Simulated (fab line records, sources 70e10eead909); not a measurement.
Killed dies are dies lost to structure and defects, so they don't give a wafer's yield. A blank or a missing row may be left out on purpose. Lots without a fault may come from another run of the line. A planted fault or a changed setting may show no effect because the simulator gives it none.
A struck lot beside a sound one | flow nand_harc | 41 steps out of a route of 1302
Sound: wafers L858.1, L858.2, L858.4. Struck: wafer L868.2. (L868.4, L868.6 of the same lot were not struck and are left out.) The cause comes at the end.
At each step with rows: each side's tool, then ch and its chambers, then its first start. Under that, the readings that differ: sound wafers | struck wafers | difference of the means | sigmas: that difference in standard deviations of wafers without a fault.
alike: readings whose means differ by less than 2 such deviations, and words and numbers that are the same on both sides. not compared: withheld readings, readings that some wafer has no value for, bounds like >300 that may hide the same value, and numbers for which the record gives no deviation and whose values overlap.
The two part at a step that has a row with sigmas, a row that says differs or no value, or rows on one side only. Numbers that don't overlap but have no deviation are shown without sigmas and don't part them. A reading that every wafer of one side lacks parts them only if that side has two wafers or more.

first, 3 steps without rows for these wafers: NHARC_THIN_TSV_DESCUM_14 (chemistry O2, time 3 s); NHARC_THIN_TSV_ETCH_44 (etches the open film in CF4/O2, target depth 1594.2 nm, time 797.1 s); NHARC_THIN_TSV_ETCH_15 (target depth 3000 nm, bosch target overetch cycles 2, bosch etch step 2.8 s).
NHARC_THIN_TSV_CD_MEAS_16:
  sound on cd_sem-03, day 26 19:10; struck on cd_sem-03, day 30 02:15
  alike: cd_nm
then, 2 steps without rows for these wafers: NHARC_THIN_TSV_STRIP_45 (strips in O2); NHARC_THIN_TSV_STRIP_46 (strips in post etch residue remover, time 1200 s).
NHARC_THIN_TSV_DEP_47: deposits SiO2, target thk 200 nm.
  sound on pecvd-01 ch 0,1, day 26 20:02; struck on pecvd-01 ch 1, day 30 03:14
  alike: throttle_valve_pct
then, 2 steps without rows for these wafers: NHARC_THIN_TSV_ETCHBACK_48 (etches the open film in C4F8/Ar, target depth 1028.5 nm, time 405.17 s); NHARC_THIN_TSV_STRIP_62 (strips in N2/H2, time 20 s).
NHARC_THIN_TSV_DEGAS_49: time 120 s.
  sound on pvd_sputter-01, day 26 21:00; struck on pvd_sputter-02, day 30 05:25
  alike: heater_power_w
then, 2 steps without rows for these wafers: NHARC_THIN_TSV_PRE_CLEAN_50 (time 30 s); NHARC_THIN_TSV_PVD_19 (deposits TaN, target thk 20 nm).
NHARC_THIN_TSV_PVD_51: deposits Cu, target thk 100 nm.
  sound on pvd_sputter-01, day 26 21:16; struck on pvd_sputter-02, day 30 05:42
  alike: throttle_valve_pct
then, 1 step without rows for these wafers: NHARC_THIN_TSV_ECD_20 (material Cu, target thk 2000 nm).
NHARC_THIN_TSV_ANNEAL_52: time 90 s.
  sound on rtp_anneal-02 ch 0, day 26 22:10; struck on rtp_anneal-01 ch 0, day 30 06:39
  alike: wafer_temp_C_max
then, 14 steps without rows for these wafers: NHARC_THIN_TSV_CMP_21 (polishes, t overpolish 30 s, target thk 2000 nm); NHARC_THIN_TSV_SRD_23; NHARC_THIN_TSV_DEGAS_53 (time 60 s); NHARC_THIN_TSV_PRE_CLEAN_54 (time 30 s); NHARC_THIN_TSV_PVD_55 (deposits TiN, target thk 50 nm); NHARC_THIN_TSV_PVD_24 (deposits Al, target thk 800 nm); NHARC_THIN_TSV_DEHYDRATE_25 (time 120 s); NHARC_THIN_TSV_HMDS_26 (time 30 s); NHARC_THIN_TSV_COAT_27; NHARC_THIN_TSV_SOFTBAKE_28 (time 95 s); NHARC_THIN_TSV_EBR_29; NHARC_THIN_TSV_EXPOSE_30 (exposes mask PAD); NHARC_THIN_TSV_PEB_31 (peb time 85 s); NHARC_THIN_TSV_DEVELOP_32 (time 70 s).
NHARC_THIN_TSV_CD_MEAS_33: target cd 5000 nm.
  sound on cd_sem-03 ch 0, day 26 23:59; struck on cd_sem-02 ch 0, day 30 08:25
  alike: cd_nm
then, 3 steps without rows for these wafers: NHARC_THIN_TSV_HARDBAKE_34 (time 80 s); NHARC_THIN_TSV_DESCUM_35 (chemistry O2, time 3 s); NHARC_THIN_TSV_ETCH_59 (etches the open film in Cl2/BCl3, target depth 880 nm, time 138.1 s).
NHARC_THIN_TSV_ETCH_36: etches the open film in Cl2/BCl3, target depth 65 nm, time 18.571 s.
  sound on rie_metal-02 ch 0,1, day 27 00:33; struck on rie_metal-02 ch 1, day 30 08:58
  alike: drypump_motor_current_A, he_backside_leak_sccm, oes_product_au
  not compared: rf_hours_counter_h
NHARC_THIN_TSV_STRIP_56: strips in O2.
  sound on plasma_asher-02 ch 0,1, day 27 00:39; struck on plasma_asher-02 ch 1, day 30 09:07
  alike: drypump_motor_current_A, heater_power_w
  not compared: rf_hours_counter_h
then, 1 step without rows for these wafers: NHARC_THIN_TSV_STRIP_57 (strips in post etch residue remover, time 1200 s).
NHARC_THIN_TSV_CD_MEAS_37:
  sound on cd_sem-01, day 27 01:31; struck on cd_sem-02, day 30 09:52
  alike: cd_nm
then, 1 step without rows for these wafers: NHARC_THIN_TSV_ANNEAL_58 (time 1800 s).
NHARC_THIN_TSV_INSPECT_40:
  sound on defect_inspect-02, day 27 06:06; struck on defect_inspect-01, day 30 16:04
  alike: raw_defect_count
NHARC_END_WLT_00:
  the record has rows for the sound wafers here (prober-02, day 27 06:10) and none for the struck ones
NHARC_END_SORT_01:
  the record has rows for the struck wafers here (prober-01 ch 0, day 30 19:56) and none for the sound ones

WHERE THEY PART
First at NHARC_END_WLT_00; last, within this record, at NHARC_END_SORT_01.

WHY: what the simulator had put in
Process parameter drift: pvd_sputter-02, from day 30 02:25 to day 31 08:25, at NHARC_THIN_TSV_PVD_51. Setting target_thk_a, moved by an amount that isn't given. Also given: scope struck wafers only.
